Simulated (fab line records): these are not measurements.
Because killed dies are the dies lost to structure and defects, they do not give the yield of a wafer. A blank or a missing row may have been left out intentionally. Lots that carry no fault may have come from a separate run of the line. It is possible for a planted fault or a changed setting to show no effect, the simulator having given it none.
fab line records    flow n5-finfet
[record] lots = 5  wafers = 12  last-day = 19
route steps=1938 shown BEOL_M4@1099 BEOL_M5@1112 BEOL_M10@1530 PASSIVATION@1936
lots with no fault: from the same line, run without faults
start-h: the number of hours between the record's first day and the start of the first shown wafer of the lot    wait-h: hours from the lot's prior step to this one    " repeats the value in the row above    L1.1+2: a row that stands for several wafers    - no value, or no start given    * or withheld: withheld    < > ~ a bound
route shown NAME@n: a module of which the file shows steps, and the number in the route of the first    usual: mean/standard deviation of fault-free wafers    same: alike in all rows    chamber/n: place in a boat    sites: each site's reading    _std_site: their standard deviation    _edge_site: inner sites' mean taken away from outer sites' mean    radius-mm: for every site, how far away it sits from the centre of the wafer    mask NAME#n: copy n    behind: tool/chamber where the wafer was last shaped    hold: why the lot was held/for how many hours/how that ended    device: the transistor (n, p or np) that didn't switch    end of line: tests of these same wafers at the route's end    step lacking rows: just its recipe    killed: dies that structure and defects cost at the first sort, which is not the same as the wafer's yield    map: shows each die of a wafer: x if killed, . if not, _ if none is there
set.NAME: the setting that was run; set.NAME@STEP: the one run at that earlier step    model.NAME: the simulator's own value behind a step, which no gauge read
lots at selected steps of the route; one table per step, one row per wafer
services: a tool's chamber out of use, with start hour (start-h, from the record's first day; less than 0 if before it), hours out, and reason
[[steps]]
[step N5_BEOL_M4_ANNEAL_95]
[recipe] temp-c = 400  time-s = 240  ambient = vacuum
[step N5_BEOL_M4_SPUTTER_96]
[recipe] material = Cu  target-thk-a = 45  temp-c = -20  chamber-pressure-pa = 0.07  power-w = withheld  time-s = 8.29
[step N5_BEOL_M4_ECD_50]
[recipe] material = Cu  target-thk-a = 3000
[step N5_BEOL_M4_ANNEAL_51]
[recipe] temp-c = 225  time-s = 90  ambient = N2
[step N5_BEOL_M4_CMP_52]
[recipe] stop-on = SiOC  t-overpolish-s = 6.8  down-force-psi = 1  platen-rpm = 50  clearing-platen-down-force-psi = 1.5  clearing-platen-rpm = 50  post-cmp-clean = cu-alkaline  target-thk-nm = 40  clearing-platen-pad-velocity-m-s = 0.99484  pad-velocity-m-s = 0.99484
[step N5_BEOL_M4_PRE_CLEAN_60]
[recipe] gas = NH3/H2  time-s = 15  temp-c = *  rf-power-w = 300
[step N5_BEOL_M4_CO_CAP_55]
[recipe] material = Co  target-thk-a = 20  temp-c = 200  precursor = CCTBA/H2  pressure-torr = 30  time-s = 102.1
[step N5_BEOL_M4_PRE_CLEAN_56]
[recipe] gas = NH3  time-s = 15  temp-c = withheld  rf-power-w = 300
[step N5_BEOL_M4_DEP_57]
[recipe] material = SiCN  target-thk-a = 80  temp-c = withheld  precursor = 3MS/NH3  pressure-torr = 3  rf-w = 202  time-s = 14
[step N5_BEOL_M4_RC_MEAS_101]
[usual] DIBL_N = 36.3/1.6  DIBL_P = 36.4/2.1  IOFF_N = 0.16/0.032  IOFF_P = 0.22/0.044  ION_N = 675/12  ION_P = 463/8.3  SS_N = 71.6/0.64  SS_P = 73.3/0.67  VT_N = 250/3.3  VT_P = -250/3.7
lot.wafer  tool       chamber  start-h  wait-h  DIBL_N[mV/V]  DIBL_P[mV/V]  IOFF_N[nA/um]  IOFF_P[nA/um]  ION_N[uA/um]  ION_P[uA/um]  SS_N[mV/dec]  SS_P[mV/dec]  VT_N[mV]  VT_P[mV]
L121.1     prober-02  0        232.19   0.0     36.9          35.8          0.16           0.20           686           462           71.2          72.5          248       -251
L121.2     "          0        "        "       37.4          36.2          0.18           0.22           687           459           71.3          72.7          246       -248
L121.5     "          0        "        "       39.1          38.6          0.21           0.25           685           463           72.0          73.3          247       -247
L127.4     prober-02  0        287.46   0.5     34.8          35.0          0.15           0.23           677           465           71.1          72.6          249       -247
L127.5     "          0        "        "       35.6          34.6          0.15           0.22           671           462           71.6          73.3          251       -247
L129.1     prober-01  0        291.12   0.0     37.7          38.8          0.21           0.25           681           462           72.8          74.3          245       -247
L129.2     "          0        "        "       39.5          42.2          0.26           0.33           704           480           73.4          74.9          245       -244
L132.4     prober-02  0        310.41   0.5     35.7          34.1          0.14           0.19           667           460           71.6          73.3          252       -253
L132.5     "          0        "        "       34.7          33.7          0.14           0.19           689           471           70.9          72.8          251       -253
L138.3     prober-02  0        354.79   0.3     38.2          40.3          0.19           0.23           686           464           72.5          74.5          246       -249
L138.5     "          0        "        "       33.0          33.1          0.10           0.13           661           447           71.4          71.3          259       -259
L138.6     "          0        "        "       36.2          37.2          0.14           0.18           674           456           71.7          73.7          252       -254
[step N5_BEOL_M5_ILD_DEP_00]
[recipe] material = SiCOH_lowk  target-thk-a = 1406.4  temp-c = 300  precursor = DEMS/porogen  pressure-torr = 5  rf-w = 500  time-s = 25.9
[step N5_BEOL_M5_CURE_79]
[recipe] temp-c = 385  time-s = 240  ambient = He/Ar  material = SiCOH_lowk
[step N5_BEOL_M5_PECVD_70]
[recipe] material = SiO2  target-thk-a = 160  temp-c = 400  precursor = TEOS/O2  pressure-torr = 5.5  rf-w = 450  teos-flow-sccm = 53.8  gas = O2  flow-sccm = 3000  time-s = 18
[step N5_BEOL_M5_HM_DEP_02]
[recipe] material = TiN  target-thk-a = 200  temp-c = 25  chamber-pressure-pa = 0.49996
[step N5_BEOL_M5_COAT_59]
[recipe] resist = SOC  temp-c = 250  time-s = 60  spin-rpm = 1500  resist-thk-nm = 60
[step N5_BEOL_M5_COAT_60]
[recipe] resist = SiARC  temp-c = 220  time-s = 60  spin-rpm = 1500  resist-thk-nm = 12
[step N5_BEOL_M5_COAT_71]
[recipe] resist = underlayer  temp-c = 205  time-s = 60  spin-rpm = 1500  resist-thk-nm = 5
[step N5_BEOL_M5_COAT_05]
[recipe] resist = CAR-EUV  spin-rpm = 1500  resist-thk-nm = 30
[step N5_BEOL_M5_EBR_07]
[recipe] solvent = PGMEA  ebr-width-mm = 1.5
[step N5_BEOL_M5_SOFTBAKE_06]
[recipe] temp-c = 110  time-s = 60  resist = CAR-EUV
[step N5_BEOL_M5_EXPOSE_08]
[recipe] mask-id = M5  na = 0.33  source-shape = annular  sigma-inner = 0.4  sigma-outer = 0.8  polarization = unpolarized  target-cd-nm = 28  dose-mj = 35.75
[step N5_BEOL_M5_PEB_09]
[recipe] peb-temp-c = 100  peb-time-s = 60  resist = CAR-EUV
[step N5_BEOL_M5_DEVELOP_10]
[recipe] develop-time-s = 30  developer = TMAH  resist = CAR-EUV  rinse-liquid = surfactant-rinse  dry = air-spin  dev-temp-c = 23
[step N5_BEOL_M5_DESCUM_16]
[recipe] chemistry = O2  time-s = 7  source-power-w = 50  bias-power-w = 20  pressure-mtorr = 20  rf-frequency-hz = 2.712e+07  temp-c = 40  resist = CAR-EUV  o2-flow-sccm = 225
[step N5_BEOL_M5_ETCH_72]
[recipe] chemistry = N2/H2  target = underlayer  target-depth-a = 65  mask-material = CAR-EUV  time-s = 5.2  ion-energy-ev = 200  pressure-mtorr = 30  source-w = 840  bias-w = 150  n2-flow-sccm = 200  h2-flow-sccm = 200  ends = cleared
[step N5_BEOL_M5_ETCH_61]
[recipe] chemistry = CF4  target = SiARC  target-depth-a = 156  mask-material = CAR-EUV  time-s = 26  ion-energy-ev = 80  pressure-mtorr = 40  source-w = 545  bias-w = 36  Ar_flow_sccm = 100  cf4-flow-sccm = 100  ends = cleared
[step N5_BEOL_M5_ETCH_62]
[recipe] chemistry = N2/H2  target = SOC  target-depth-a = 750  overetch-a = 150  mask-material = SiARC  temp-c = 40  time-s = 112.5  ion-energy-ev = 200  pressure-mtorr = 30  source-w = 840  bias-w = 150  n2-flow-sccm = 200  h2-flow-sccm = 200
[step N5_BEOL_M5_STRIP_63]
[recipe] chemistry = N2/H2  temp-c = 40  n2-flow-sccm = 200  h2-flow-sccm = 200  rf-frequency-hz = 6e+07
[step N5_BEOL_M5_STRIP_73]
[recipe] chemistry = N2/H2  temp-c = 40  n2-flow-sccm = 200  h2-flow-sccm = 200  rf-frequency-hz = 6e+07
[step N5_BEOL_M5_STRIP_64]
[recipe] chemistry = CF4  resist = SiARC  power-w = 300  bias-power-w = 75  pressure-mtorr = 50  cf4-flow-sccm = 150  rf-frequency-hz = 6e+07
[step N5_BEOL_M5_HM_OPEN_17]
[recipe] chemistry = Cl2/BCl3  target-depth-a = 200  overetch-a = 60  target = TiN  mask-material = SOC  ion-energy-ev = 150  pressure-mtorr = 10  icp-w = 1000  bias-w = 126  Cl2_flow_sccm = 53.25  bcl3-flow-sccm = 21.75  Ar_flow_sccm = 25
[step N5_BEOL_M5_STRIP_19]
[recipe] chemistry = O2  power-w = 400  temp-c = 40  pressure-mtorr = 30  rf-frequency-hz = 6e+07  bias-power-w = 0  overash-fraction = 0.2  o2-flow-sccm = 225
[step N5_BEOL_M5_COAT_65]
[recipe] resist = SOC  temp-c = 250  time-s = 60  spin-rpm = 1500  resist-thk-nm = 60
[step N5_BEOL_M5_COAT_66]
[recipe] resist = SiARC  temp-c = 220  time-s = 60  spin-rpm = 1500  resist-thk-nm = 12
[step N5_BEOL_M10_CMP_52]
[recipe] stop-on = SiCOH_lowk  t-overpolish-s = 7  down-force-psi = 1  platen-rpm = 50  clearing-platen-down-force-psi = 1.5  clearing-platen-rpm = 50  post-cmp-clean = cu-alkaline  target-thk-nm = 140  clearing-platen-pad-velocity-m-s = 0.99484  pad-velocity-m-s = 0.99484
[usual] barrier-field-endpoint-s = 28.9/0.66  motor-current-A = 6.2/0.81  overpolish-run-s = 7.000/0.009  slurry-flow-ml-min = 149.9/0.44  time-to-endpoint-s = 66.5/3
lot.wafer  tool    chamber  start-h  wait-h  barrier-field-endpoint-s  motor-current-A  overpolish-run-s  slurry-flow-ml-min  time-to-endpoint-s
L121.2     cmp-04  2        287.47   0.3     29.4                      6.1              7.012             150.3               70.9
L121.1     "       0        "        "       30.1                      5.6              6.989             150.9               70.0
L121.5     "       2        "        "       29.2                      6.1              7.009             149.8               70.9
L127.4     cmp-04  3        343.46   0.1     47.0                      7.1              0.037             150.0               85.4
L127.5     "       0        "        "       28.9                      5.8              6.990             149.7               67.7
L129.1     cmp-04  2        345.64   0.3     28.3                      5.7              7.010             150.1               65.3
L129.2     "       3        "        "       47.0                      6.9              0.043             149.3               85.6
L132.4     cmp-04  1        372.28   0.1     47.0                      5.3              0.046             150.0               85.7
L132.5     "       1        "        "       28.1                      5.1              7.002             149.7               64.4
L138.3     cmp-01  2        412.15   0.2     28.8                      7.1              6.996             149.8               70.2
L138.5     "       0        "        "       29.8                      6.8              6.999             150.6               67.8
L138.6     "       1        "        "       28.6                      5.1              7.006             150.2               66.0
[step N5_BEOL_M10_THK_MEAS_53]
[recipe] thk-meas-gauge = xrf  reads = Cu_of_BEOL_M10_ECD_50
[usual] M10_THK = 140/3.5
lot.wafer  tool           chamber  start-h  wait-h  M10_THK[nm]
L121.1     film-metro-01  -        287.73   -       137
L121.2     "              -        "        "       142
L121.5     "              -        "        "       137
L127.4     film-metro-01  -        343.76   -       262
L127.5     "              -        "        "       133
L129.1     film-metro-01  -        345.90   -       141
L129.2     "              -        "        "       252
L132.4     film-metro-01  -        372.58   -       262
L132.5     "              -        "        "       142
L138.3     film-metro-02  -        412.38   -       144
L138.5     "              -        "        "       140
L138.6     "              -        "        "       143
[step N5_BEOL_M10_INSPECT_58]
[recipe] inspect-instrument = darkfield  mode = post-dep
[usual] raw-defect-count = 68/21
lot.wafer  tool               chamber  start-h  wait-h  raw-defect-count
L121.1     defect-inspect-01  -        287.89   0.0     51
L121.2     "                  -        "        "       45
L121.5     "                  -        "        "       74
L127.4     defect-inspect-02  -        343.95   0.0     2339
L127.5     "                  -        "        "       76
L129.1     defect-inspect-02  -        346.07   0.0     84
L129.2     "                  -        "        "       2310
L132.4     defect-inspect-01  -        372.74   0.0     2331
L132.5     "                  -        "        "       69
L138.3     defect-inspect-02  -        412.54   0.0     55
L138.5     "                  -        "        "       77
L138.6     "                  -        "        "       99
[step N5_PASSIVATION_PROBE_49]
[usual] defect-limited-yield = 91.4/1.2  killed_at_M0_to_M3 = 35/11  killed_at_M4_up = 14/6  killed-at-contacts = 12/6.7  killed-at-front-end = 37/9.7  killed-at-other = 3.5/2.5  killed-dies = 102/15  killed-on-rim = 13/3.6  killed-open = 67/12  killed-short = 33/7.3  sort_bin_5_function = 5.1/0.81  sort_bin_6_memory = 3.2/0.65  sort-n-pass = 1078/15  sort-yield-pct = 91.4/1.2
[same] gross-dies = 1180  killed-at-back-side = 0  sort_bin_4_leakage[%] = 0  sort_bin_8_speed[%] = 0
lot.wafer  tool       chamber  start-h  wait-h  defect-limited-yield[%]  killed_at_M0_to_M3  killed_at_M4_up  killed-at-contacts  killed-at-front-end  killed-at-other  killed-dies  killed-on-rim  killed-open  killed-short  sort_bin_5_function[%]  sort_bin_6_memory[%]  sort-n-pass  sort-yield-pct[%]
L121.1     prober-01  -        345.46   0.0     91.9                     40                  11               6                   37                   1                95           18             64           30            5.4                     2.3                   1085         91.9
L121.2     prober-01  -        345.51   0.1     91.3                     43                  14               9                   37                   0                103          9              70           31            4.7                     3.6                   1077         91.3
L121.5     prober-01  -        345.66   0.2     91.4                     39                  10               4                   49                   0                102          15             70           31            4.8                     3.8                   1078         91.4
L129.1     prober-02  -        389.64   0.0     92.1                     31                  19               5                   36                   2                93           8              64           28            5.3                     2.4                   1087         92.1
L129.2     prober-02  -        389.69   0.1     0                        34                  1098             5                   38                   5                1180         152            84           27            6.0                     3.1                   0            0
L127.4     prober-01  -        397.01   0.2     0                        47                  1080             16                  34                   3                1180         152            87           32            5.8                     3.9                   0            0
L127.5     prober-01  -        397.06   0.2     88.6                     32                  34               14                  46                   9                135          19             97           36            6.1                     4.9                   1045         88.6
L132.4     prober-01  -        422.16   0.2     0                        33                  1093             15                  38                   1                1180         152            79           29            5.8                     3.3                   0            0
L132.5     prober-01  -        422.21   0.2     89.2                     51                  7                16                  51                   2                127          17             69           57            6.7                     3.5                   1053         89.2
L138.3     prober-01  -        463.68   0.1     91.4                     42                  14               14                  26                   5                101          20             66           34            5.3                     3.2                   1079         91.4
L138.5     prober-01  -        463.78   0.2     91.3                     38                  14               13                  35                   3                103          12             61           40            5.3                     2.8                   1077         91.3
L138.6     prober-01  -        463.83   0.3     91.9                     36                  18               7                   31                   3                95           16             68           27            5.0                     3.0                   1085         91.9
// killed by level:class
L121.1 BEOL_M2:geometric-particle:open=12 FIN_SAQP:geometric-particle:short=9 STI_FIN_REVEAL:geometric-particle:open=8 BEOL_M3:geometric-particle:open=6 BEOL_M2:geometric-particle:short=6 FIN_SAQP:geometric-particle:open=5 BEOL_M4:geometric-particle:open=5 MOL_CONTACT_COAG:geometric-particle:open=5
L121.2 BEOL_M2:geometric-particle:open=23 FIN_SAQP:geometric-particle:short=10 MOL_CONTACT_COAG:geometric-particle:open=8 BEOL_M0_SAQP:geometric-particle:open=6 BEOL_M3:geometric-particle:open=5 STI_FIN_REVEAL:geometric-particle:open=4 DUMMY_GATE:geometric-particle:open=4 BEOL_M4:geometric-particle:open=4
L121.5 BEOL_M2:geometric-particle:open=13 FIN_SAQP:geometric-particle:open=12 STI_FIN_REVEAL:geometric-particle:open=11 BEOL_M0_SAQP:geometric-particle:open=9 FIN_SAQP:geometric-particle:short=6 BEOL_M0_SAQP:geometric-particle:short=6 STI_FIN_REVEAL:geometric-particle:short=5 GATE_CUT:geometric-particle:open=5
L129.1 STI_FIN_REVEAL:geometric-particle:open=10 BEOL_M4:geometric-particle:open=10 BEOL_M0_SAQP:geometric-particle:short=6 FIN_SAQP:geometric-particle:open=5 BEOL_M2:geometric-particle:open=5 MOL_CONTACT_COAG:geometric-particle:open=4 BEOL_M1:geometric-particle:open=4 BEOL_M1:geometric-particle:short=4
L129.2 BEOL_M10:area-cmp=1069 BEOL_M4:geometric-particle:open=14 BEOL_M3:geometric-particle:open=11 FIN_SAQP:geometric-particle:open=10 DUMMY_GATE:geometric-particle:open=10 BEOL_M4:geometric-particle:short=5 GATE_CUT:geometric-particle:short=4 GATE_CUT:geometric-particle:open=4
L127.4 BEOL_M10:area-cmp=1060 BEOL_M0_SAQP:geometric-particle:open=25 BEOL_M4:geometric-particle:open=14 MOL_CONTACT_COAG:geometric-particle:open=13 BEOL_M0_SAQP:geometric-particle:short=10 DUMMY_GATE:geometric-particle:open=9 FIN_SAQP:geometric-particle:open=6 GATE_CUT:geometric-particle:short=5
L127.5 BEOL_M4:geometric-particle:open=14 MOL_CONTACT_COAG:geometric-particle:open=13 FIN_SAQP:geometric-particle:open=10 BEOL_M0_SAQP:geometric-particle:open=8 BEOL_M2:geometric-particle:open=8 PAD_METAL:geometric-particle:open=8 BEOL_M0_SAQP:geometric-particle:short=6 BEOL_M4:geometric-particle:short=5
L132.4 BEOL_M10:area-cmp=1069 STI_FIN_REVEAL:geometric-particle:open=15 MOL_CONTACT_COAG:geometric-particle:open=12 BEOL_M5:geometric-particle:open=8 BEOL_M0_SAQP:geometric-particle:short=7 BEOL_M2:geometric-particle:open=7 FIN_SAQP:geometric-particle:open=6 BEOL_M1:geometric-particle:open=6
L132.5 BEOL_M0_SAQP:geometric-particle:short=14 BEOL_M1:geometric-particle:open=13 MOL_CONTACT_COAG:geometric-particle:open=10 FIN_SAQP:geometric-particle:open=9 GATE_CUT:geometric-particle:short=8 STARTING-WAFER:geometric-particle:open=8 FIN_SAQP:geometric-particle:short=7 BEOL_M1:geometric-particle:short=7
L138.3 MOL_CONTACT_COAG:geometric-particle:open=10 BEOL_M2:geometric-particle:open=9 BEOL_M0_SAQP:geometric-particle:open=8 BEOL_M0_SAQP:geometric-particle:short=8 STI_FIN_REVEAL:geometric-particle:open=6 BEOL_M3:geometric-particle:open=6 BEOL_M8:geometric-particle:open=5 BEOL_M1:geometric-particle:open=5
L138.5 FIN_SAQP:geometric-particle:short=12 BEOL_M0_SAQP:geometric-particle:short=11 MOL_CONTACT_COAG:geometric-particle:open=10 FIN_SAQP:geometric-particle:open=8 BEOL_M0_SAQP:geometric-particle:open=7 BEOL_M2:geometric-particle:open=5 STI_FIN_REVEAL:geometric-particle:open=4 BEOL_M0:geometric-particle:open=4
L138.6 BEOL_M4:geometric-particle:open=14 BEOL_M3:geometric-particle:open=8 FIN_SAQP:geometric-particle:open=7 FIN_SAQP:geometric-particle:short=7 BEOL_M2:geometric-particle:open=7 MOL_CONTACT_COAG:geometric-particle:open=5 BEOL_M0_SAQP:geometric-particle:short=5 BEOL_M1:geometric-particle:open=5
// map L127.4 (x killed, . not)
_________________xxxxxxxxxxxx________________
______________xxxxxxxxxxxxxxxxxx_____________
___________xxxxxxxxxxxxxxxxxxxxxxxx__________
__________xxxxxxxxxxxxxxxxxxxxxxxxxx_________
________xxxxxxxxxxxxxxxxxxxxxxxxxxxxxx_______
_______xxxxxxxxxxxxxxxxxxxxxxxxxxxxxxxx______
______xxxxxxxxxxxxxxxxxxxxxxxxxxxxxxxxxx_____
_____xxxxxxxxxxxxxxxxxxxxxxxxxxxxxxxxxxxx____
____xxxxxxxxxxxxxxxxxxxxxxxxxxxxxxxxxxxxxx___
___xxxxxxxxxxxxxxxxxxxxxxxxxxxxxxxxxxxxxxxx__
___xxxxxxxxxxxxxxxxxxxxxxxxxxxxxxxxxxxxxxxx__
__xxxxxxxxxxxxxxxxxxxxxxxxxxxxxxxxxxxxxxxxxx_
__xxxxxxxxxxxxxxxxxxxxxxxxxxxxxxxxxxxxxxxxxx_
_xxxxxxxxxxxxxxxxxxxxxxxxxxxxxxxxxxxxxxxxxxxx
_xxxxxxxxxxxxxxxxxxxxxxxxxxxxxxxxxxxxxxxxxxxx
_xxxxxxxxxxxxxxxxxxxxxxxxxxxxxxxxxxxxxxxxxxxx
_xxxxxxxxxxxxxxxxxxxxxxxxxxxxxxxxxxxxxxxxxxxx
_xxxxxxxxxxxxxxxxxxxxxxxxxxxxxxxxxxxxxxxxxxxx
_xxxxxxxxxxxxxxxxxxxxxxxxxxxxxxxxxxxxxxxxxxxx
_xxxxxxxxxxxxxxxxxxxxxxxxxxxxxxxxxxxxxxxxxxxx
_xxxxxxxxxxxxxxxxxxxxxxxxxxxxxxxxxxxxxxxxxxxx
__xxxxxxxxxxxxxxxxxxxxxxxxxxxxxxxxxxxxxxxxxx_
__xxxxxxxxxxxxxxxxxxxxxxxxxxxxxxxxxxxxxxxxxx_
___xxxxxxxxxxxxxxxxxxxxxxxxxxxxxxxxxxxxxxxx__
___xxxxxxxxxxxxxxxxxxxxxxxxxxxxxxxxxxxxxxxx__
____xxxxxxxxxxxxxxxxxxxxxxxxxxxxxxxxxxxxxx___
_____xxxxxxxxxxxxxxxxxxxxxxxxxxxxxxxxxxxx____
______xxxxxxxxxxxxxxxxxxxxxxxxxxxxxxxxxx_____
_______xxxxxxxxxxxxxxxxxxxxxxxxxxxxxxxx______
________xxxxxxxxxxxxxxxxxxxxxxxxxxxxxx_______
__________xxxxxxxxxxxxxxxxxxxxxxxxxx_________
___________xxxxxxxxxxxxxxxxxxxxxxxx__________
______________xxxxxxxxxxxxxxxxxx_____________
_________________xxxxxxxxxxxx________________
// map L129.2 (x killed, . not)
_________________xxxxxxxxxxxx________________
______________xxxxxxxxxxxxxxxxxx_____________
___________xxxxxxxxxxxxxxxxxxxxxxxx__________
__________xxxxxxxxxxxxxxxxxxxxxxxxxx_________
________xxxxxxxxxxxxxxxxxxxxxxxxxxxxxx_______
_______xxxxxxxxxxxxxxxxxxxxxxxxxxxxxxxx______
______xxxxxxxxxxxxxxxxxxxxxxxxxxxxxxxxxx_____
_____xxxxxxxxxxxxxxxxxxxxxxxxxxxxxxxxxxxx____
____xxxxxxxxxxxxxxxxxxxxxxxxxxxxxxxxxxxxxx___
___xxxxxxxxxxxxxxxxxxxxxxxxxxxxxxxxxxxxxxxx__
___xxxxxxxxxxxxxxxxxxxxxxxxxxxxxxxxxxxxxxxx__
__xxxxxxxxxxxxxxxxxxxxxxxxxxxxxxxxxxxxxxxxxx_
__xxxxxxxxxxxxxxxxxxxxxxxxxxxxxxxxxxxxxxxxxx_
_xxxxxxxxxxxxxxxxxxxxxxxxxxxxxxxxxxxxxxxxxxxx
_xxxxxxxxxxxxxxxxxxxxxxxxxxxxxxxxxxxxxxxxxxxx
_xxxxxxxxxxxxxxxxxxxxxxxxxxxxxxxxxxxxxxxxxxxx
_xxxxxxxxxxxxxxxxxxxxxxxxxxxxxxxxxxxxxxxxxxxx
_xxxxxxxxxxxxxxxxxxxxxxxxxxxxxxxxxxxxxxxxxxxx
_xxxxxxxxxxxxxxxxxxxxxxxxxxxxxxxxxxxxxxxxxxxx
_xxxxxxxxxxxxxxxxxxxxxxxxxxxxxxxxxxxxxxxxxxxx
_xxxxxxxxxxxxxxxxxxxxxxxxxxxxxxxxxxxxxxxxxxxx
__xxxxxxxxxxxxxxxxxxxxxxxxxxxxxxxxxxxxxxxxxx_
__xxxxxxxxxxxxxxxxxxxxxxxxxxxxxxxxxxxxxxxxxx_
___xxxxxxxxxxxxxxxxxxxxxxxxxxxxxxxxxxxxxxxx__
___xxxxxxxxxxxxxxxxxxxxxxxxxxxxxxxxxxxxxxxx__
____xxxxxxxxxxxxxxxxxxxxxxxxxxxxxxxxxxxxxx___
_____xxxxxxxxxxxxxxxxxxxxxxxxxxxxxxxxxxxx____
______xxxxxxxxxxxxxxxxxxxxxxxxxxxxxxxxxx_____
_______xxxxxxxxxxxxxxxxxxxxxxxxxxxxxxxx______
________xxxxxxxxxxxxxxxxxxxxxxxxxxxxxx_______
__________xxxxxxxxxxxxxxxxxxxxxxxxxx_________
___________xxxxxxxxxxxxxxxxxxxxxxxx__________
______________xxxxxxxxxxxxxxxxxx_____________
_________________xxxxxxxxxxxx________________
[[services]]
tool    chamber  start-h  hours  kind
cmp-01  -        316.18   0.9    repair
cmp-01  -        322.86   4.0    pm
cmp-01  -        326.86   -      consumable-replace:conditioner
cmp-01  -        326.86   -      consumable-replace:pad
cmp-01  -        343.60   5.5    pm
cmp-01  -        382.85   2.2    repair
cmp-04  -        387.88   4.0    repair
[[key]]
[first-sign] step = N5_BEOL_M10_CMP_52  reading = overpolish-run-s  direction = down  sigmas = 99+  usual = 7.000  struck = 0.042
[effect] step = N5_BEOL_M10_CMP_52  reading = barrier-field-endpoint-s  direction = up  sigmas = 28  usual = 28.9  struck = 47.0
[effect] step = N5_BEOL_M10_THK_MEAS_53  reading = M10_THK  direction = up  sigmas = 34  usual = 140  struck = 259
[effect] step = N5_BEOL_M10_INSPECT_58  reading = raw-defect-count  direction = up  sigmas = 99+  usual = 68  struck = 2327
[effect] step = N5_PASSIVATION_PROBE_49  reading = killed_at_M4_up  direction = up  sigmas = 99+  usual = 14  struck = 1090
[more-kills-born-at] N5_BEOL_M10_CMP_52@cmp-04 = 3198
met-at N5_BEOL_M10_CMP_52
struck-wafers L127.4,L129.2,L132.4
later-rows-left-out L127.4,L129.2,L132.4
onset-between 287.47 343.46
[fault] kind = process-parameter-drift  tool = cmp-04  chamber = -  onset-h = 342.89  steps = N5_BEOL_M10_CMP_52  channel = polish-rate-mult  offset = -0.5  shape = step  end-h = 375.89  scope = struck-wafers-only
// later-rows-left-out: the simulator's readings of these wafers behind a module that went badly wrong aren't trusted and aren't shown, but for the sort
